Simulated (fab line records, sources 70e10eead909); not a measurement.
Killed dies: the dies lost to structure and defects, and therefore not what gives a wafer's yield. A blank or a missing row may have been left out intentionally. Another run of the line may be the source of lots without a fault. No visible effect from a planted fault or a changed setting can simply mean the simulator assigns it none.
Which of the tools did it? + flow nand_harc + 21 wafers from 7 lots sampled at 2 of the route's 1159 steps

## WHAT THE GAUGES READ, wafer by wafer
NHARC_P_CONTACT_INSPECT_14.
| lot  | measured    | on                | raw_defect_count |
|------|-------------|-------------------|------------------|
| L716 | day 5 11:59 | defect_inspect-01 | 6 1 2            |
| L719 | day 6 16:21 | defect_inspect-01 | 1 5 6            |
| L722 | day 7 11:16 | defect_inspect-02 | 4 2 6            |
| L723 | day 7 17:34 | defect_inspect-01 | 3 3 6            |
| L728 | day 9 09:02 | defect_inspect-01 | 7 2 7            |
| L726 | day 8 22:17 | defect_inspect-02 | 4 2 4            |
| L730 | day 9 23:14 | defect_inspect-01 | 6 4 4            |

## WHICH TOOL RAN EACH LOT (tool, then ch and the chambers of the sampled wafers, then the start)
| lot  | NHARC_P_GATE_HM_DEP_102      |
|------|------------------------------|
| L716 | acl_dep-01 ch 0, day 4 12:29 |
| L719 | acl_dep-02 ch 0, day 5 17:58 |
| L722 | acl_dep-03 ch 0, day 6 13:20 |
| L723 | acl_dep-01 ch 0, day 6 19:26 |
| L728 | acl_dep-01 ch 0, day 7 23:16 |
| L726 | acl_dep-01 ch 0, day 7 23:55 |
| L730 | acl_dep-01 ch 0, day 8 09:33 |
- NHARC_P_GATE_HM_DEP_102: deposits aC, target thk 120 nm.

## THE ANSWER, worked out from the rows above alone
Rule: usual is defined by the lots themselves. The widest of any qualifying gaps counts: lots, ordered by their means at a reading, are off when they make up no more than a third of the lots, leave a main group of 4 or more, and stand apart from it by 3 or more times the standard deviation of that group's means. A main group whose means are all the same, to the digits that the tables above print for the reading, isn't used. Also off: a lot with no number at a reading for which 4 or more lots have one. Any other lot the step has rows for is counted as sound.
Across all readings shown, no lot is off: no conclusion can be drawn from this.

## WHAT WAS PUT IN BY THE SIMULATOR
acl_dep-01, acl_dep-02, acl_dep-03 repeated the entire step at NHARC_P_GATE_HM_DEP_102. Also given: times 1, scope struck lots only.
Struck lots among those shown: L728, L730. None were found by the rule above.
